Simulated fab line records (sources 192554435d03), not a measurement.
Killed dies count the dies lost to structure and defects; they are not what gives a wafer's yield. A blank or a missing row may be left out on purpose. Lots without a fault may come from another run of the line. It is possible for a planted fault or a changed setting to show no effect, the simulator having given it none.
Split-lot experiment || flow n5 finfet || 7 lots, 21 wafers read, on a route of 1938 steps

== THE SPLIT ITSELF ==
At N5_BEOL_M0_SAQP_PECVD_96 (deposits a-Si from SiH4/He, target thk 45 nm, time 45.2 s), the setting time s was moved away from the recipe's 45.2 s on 4 of the 21 wafers read, by -14.1% to +14.6%. For the rest of the wafers, this setting stayed at what the recipe calls for.

== FROM THE SPLIT TO THE READING: what the file shows between them, 14 steps ==
- N5_BEOL_M0_SAQP_EXPOSE_11: exposes mask M0 CORE, target cd 42 nm (also split here: dose mj)
- N5_BEOL_M0_SAQP_PEB_12: peb time 60 s
- N5_BEOL_M0_SAQP_DEVELOP_13: develop time 30 s
- N5_BEOL_M0_SAQP_CD_MEAS_14: target cd 42.5 nm
- N5_BEOL_M0_SAQP_MANDREL_ETCH_20: etches a-Si in HBr/Cl2, stops on SiNx, target depth 60 nm, bt time 10 s, time 30 s (also split here: bias w)
- N5_BEOL_M0_SAQP_STRIP_86: strips in N2/H2
- N5_BEOL_M0_SAQP_STRIP_115: strips in post etch residue remover, time 60 s
- N5_BEOL_M0_SAQP_ETCH_101: etches SiNx in CH3F/O2, target depth 29.9 nm, time 42.7 s
- N5_BEOL_M0_SAQP_ETCH_102: etches SiO2 in CF4, target depth 4 nm, time 4.4 s
- N5_BEOL_M0_SAQP_MANDREL_ETCH_103: etches a-Si in HBr/Cl2, stops on SiCN, target depth 45 nm, bt time 10 s, time 27 s
- N5_BEOL_M0_SAQP_RECESS_104: chemistry HF/NH3, target SiO2, target depth 18 nm, afs cycles 3, sublimation time 60 s
- N5_BEOL_M0_SAQP_COAT_105: time 60 s, resist thk 100 nm
- N5_BEOL_M0_SAQP_STRIP_108: strips in N2/H2
- N5_BEOL_M0_SAQP_RECESS_109: chemistry HF/NH3, target SiO2, target depth 3 nm, afs cycles 1, sublimation time 60 s

== THE READING ==
a-Si_of_BEOL_M0_SAQP_PECVD_96.thk nm (the simulator's own value, which no gauge read), in nm, at N5_BEOL_M0_SAQP_SPACER2_ALD_26 (deposits SiO2, target thk 15 nm, pulse time 1 s, purge time 2 s). There is no usual value for it anywhere in the file. The 17 wafers here that ran the recipe average 44.1 nm, standard deviation 0.59 nm.

{"wafer": "L075.1", "tool, chamber at the split": "pecvd-03, 2", "time s as run, s": 45.2, "against the recipe": "recipe", "a-Si_of_BEOL_M0_SAQP_PECVD_96.thk nm, nm": 43.8, "against lot-mates on the recipe": "-"}
{"wafer": "L075.2", "tool, chamber at the split": "pecvd-03, 2", "time s as run, s": 38.82, "against the recipe": "-14.1%", "a-Si_of_BEOL_M0_SAQP_PECVD_96.thk nm, nm": 38, "against lot-mates on the recipe": -5.8}
{"wafer": "L075.6", "tool, chamber at the split": "pecvd-03, 2", "time s as run, s": 38.82, "against the recipe": "-14.1%", "a-Si_of_BEOL_M0_SAQP_PECVD_96.thk nm, nm": 38, "against lot-mates on the recipe": -5.8}
{"wafer": "L077.2", "tool, chamber at the split": "pecvd-03, 2", "time s as run, s": 45.2, "against the recipe": "recipe", "a-Si_of_BEOL_M0_SAQP_PECVD_96.thk nm, nm": 44, "against lot-mates on the recipe": "-"}
{"wafer": "L077.5", "tool, chamber at the split": "pecvd-03, 2", "time s as run, s": 45.2, "against the recipe": "recipe", "a-Si_of_BEOL_M0_SAQP_PECVD_96.thk nm, nm": 43.6, "against lot-mates on the recipe": "-"}
{"wafer": "L077.6", "tool, chamber at the split": "pecvd-03, 2", "time s as run, s": 45.2, "against the recipe": "recipe", "a-Si_of_BEOL_M0_SAQP_PECVD_96.thk nm, nm": 43.4, "against lot-mates on the recipe": "-"}
{"wafer": "L081.1", "tool, chamber at the split": "pecvd-03, 0", "time s as run, s": 45.2, "against the recipe": "recipe", "a-Si_of_BEOL_M0_SAQP_PECVD_96.thk nm, nm": 44.8, "against lot-mates on the recipe": "-"}
{"wafer": "L081.3", "tool, chamber at the split": "pecvd-03, 1", "time s as run, s": 45.2, "against the recipe": "recipe", "a-Si_of_BEOL_M0_SAQP_PECVD_96.thk nm, nm": 43.2, "against lot-mates on the recipe": "-"}
{"wafer": "L081.6", "tool, chamber at the split": "pecvd-03, 1", "time s as run, s": 45.2, "against the recipe": "recipe", "a-Si_of_BEOL_M0_SAQP_PECVD_96.thk nm, nm": 44.4, "against lot-mates on the recipe": "-"}
{"wafer": "L083.3", "tool, chamber at the split": "pecvd-04, 0", "time s as run, s": 51.81, "against the recipe": "+14.6%", "a-Si_of_BEOL_M0_SAQP_PECVD_96.thk nm, nm": 50.8, "against lot-mates on the recipe": "+6.3"}
{"wafer": "L083.4", "tool, chamber at the split": "pecvd-04, 2", "time s as run, s": 45.2, "against the recipe": "recipe", "a-Si_of_BEOL_M0_SAQP_PECVD_96.thk nm, nm": 43.8, "against lot-mates on the recipe": "-"}
{"wafer": "L083.5", "tool, chamber at the split": "pecvd-04, 0", "time s as run, s": 45.2, "against the recipe": "recipe", "a-Si_of_BEOL_M0_SAQP_PECVD_96.thk nm, nm": 45.2, "against lot-mates on the recipe": "-"}
{"wafer": "L084.1", "tool, chamber at the split": "pecvd-02, 1", "time s as run, s": 45.2, "against the recipe": "recipe", "a-Si_of_BEOL_M0_SAQP_PECVD_96.thk nm, nm": 43.6, "against lot-mates on the recipe": "-"}
{"wafer": "L084.6", "tool, chamber at the split": "pecvd-02, 0", "time s as run, s": 45.2, "against the recipe": "recipe", "a-Si_of_BEOL_M0_SAQP_PECVD_96.thk nm, nm": 43.6, "against lot-mates on the recipe": "-"}
{"wafer": "L084.5", "tool, chamber at the split": "pecvd-02, 1", "time s as run, s": 45.2, "against the recipe": "recipe", "a-Si_of_BEOL_M0_SAQP_PECVD_96.thk nm, nm": 44.4, "against lot-mates on the recipe": "-"}
{"wafer": "L095.1", "tool, chamber at the split": "pecvd-04, 2", "time s as run, s": 45.2, "against the recipe": "recipe", "a-Si_of_BEOL_M0_SAQP_PECVD_96.thk nm, nm": 43.8, "against lot-mates on the recipe": "-"}
{"wafer": "L095.2", "tool, chamber at the split": "pecvd-04, 1", "time s as run, s": 45.2, "against the recipe": "recipe", "a-Si_of_BEOL_M0_SAQP_PECVD_96.thk nm, nm": 44, "against lot-mates on the recipe": "-"}
{"wafer": "L095.3", "tool, chamber at the split": "pecvd-04, 0", "time s as run, s": 45.2, "against the recipe": "recipe", "a-Si_of_BEOL_M0_SAQP_PECVD_96.thk nm, nm": 45, "against lot-mates on the recipe": "-"}
{"wafer": "L096.1", "tool, chamber at the split": "pecvd-04, 0", "time s as run, s": 40.6, "against the recipe": "-10.2%", "a-Si_of_BEOL_M0_SAQP_PECVD_96.thk nm, nm": 40.2, "against lot-mates on the recipe": -4.4}
{"wafer": "L096.4", "tool, chamber at the split": "pecvd-04, 2", "time s as run, s": 45.2, "against the recipe": "recipe", "a-Si_of_BEOL_M0_SAQP_PECVD_96.thk nm, nm": 44.2, "against lot-mates on the recipe": "-"}
{"wafer": "L096.6", "tool, chamber at the split": "pecvd-04, 1", "time s as run, s": 45.2, "against the recipe": "recipe", "a-Si_of_BEOL_M0_SAQP_PECVD_96.thk nm, nm": 45, "against lot-mates on the recipe": "-"}

FIT RESULTS
A straight line over all 21 wafers: a-Si_of_BEOL_M0_SAQP_PECVD_96.thk nm changes by +0.434 nm for each +1% of time s; r = +0.98; the points scatter about the line by 0.57 nm.
The same after taking each lot's own level away (the mean of its wafers on the recipe; 21 wafers): +0.42 nm for each +1%; r = +0.98; scatter 0.47 nm.
The reading moves by 6.1 nm for the largest change in time s, on that fit.
Measured against the standard deviation above, the lots' own levels, which go from 43.67 to 44.60 nm, span 1.6 times it.
Consequently the slope shifts little with the lot-to-lot level, the two slopes agreeing.
Check: +6.07 nm against its lot-mates is what the line predicts for one of the wafers moved furthest among these (+14.6%) when that wafer is left out of the fit. It came out at +6.3 nm against them.

== OTHER SPLITS APPLIED TO THESE WAFERS ==
Other splits were also applied to these wafers ahead of the reading. Each is held against what the fit with the lots' levels taken away leaves over:
{"other split on the same wafers": "N5_MOL_CONTACT_COAG_COAT_77 spin rpm", "wafers away from the commonest value": 11, "r with a-Si_of_BEOL_M0_SAQP_PECVD_96.thk nm (lot level and that fit taken away)": -0.13}
{"other split on the same wafers": "N5_MOL_CONTACT_COAG_CVD_140 target thk a", "wafers away from the commonest value": 7, "r with a-Si_of_BEOL_M0_SAQP_PECVD_96.thk nm (lot level and that fit taken away)": "+0.19"}
{"other split on the same wafers": "N5_BEOL_M0_SAQP_EXPOSE_11 dose mj", "wafers away from the commonest value": 7, "r with a-Si_of_BEOL_M0_SAQP_PECVD_96.thk nm (lot level and that fit taken away)": -0.04}
{"other split on the same wafers": "N5_BEOL_M0_SAQP_MANDREL_ETCH_20 bias w", "wafers away from the commonest value": 8, "r with a-Si_of_BEOL_M0_SAQP_PECVD_96.thk nm (lot level and that fit taken away)": -0.03}

== THE WHOLE CHAIN: every reading that the file lists as answering this split, in the file's order ==
{"step": "N5_BEOL_M0_SAQP_PECVD_96", "what it does": "deposits a-Si from SiH4/He, target thk 45 nm, time 45.2 s", "reading": "a-Si_of_BEOL_M0_SAQP_PECVD_96.thk nm (the simulator's own value, which no gauge read)", "change (the file's fit)": "+0.426 nm for each +1% of the setting", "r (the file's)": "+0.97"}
{"step": "N5_BEOL_M0_SAQP_MANDREL_ETCH_103", "what it does": "etches a-Si in HBr/Cl2, stops on SiCN, target depth 45 nm, bt time 10 s, time 27 s", "reading": "etch.depth nm (the simulator's own value, which no gauge read)", "change (the file's fit)": "+0.423 nm for each +1% of the setting", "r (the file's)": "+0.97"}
{"step": "N5_BEOL_M0_SAQP_SPACER2_ALD_26", "what it does": "deposits SiO2, target thk 15 nm, pulse time 1 s, purge time 2 s", "reading": "a-Si_of_BEOL_M0_SAQP_PECVD_96.thk nm (the simulator's own value, which no gauge read)", "change (the file's fit)": "+0.423 nm for each +1% of the setting", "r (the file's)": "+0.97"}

== THE FILE'S OWN FIT ==
a-Si_of_BEOL_M0_SAQP_PECVD_96.thk nm changes by +0.423 nm for each +1% of time s, r = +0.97.
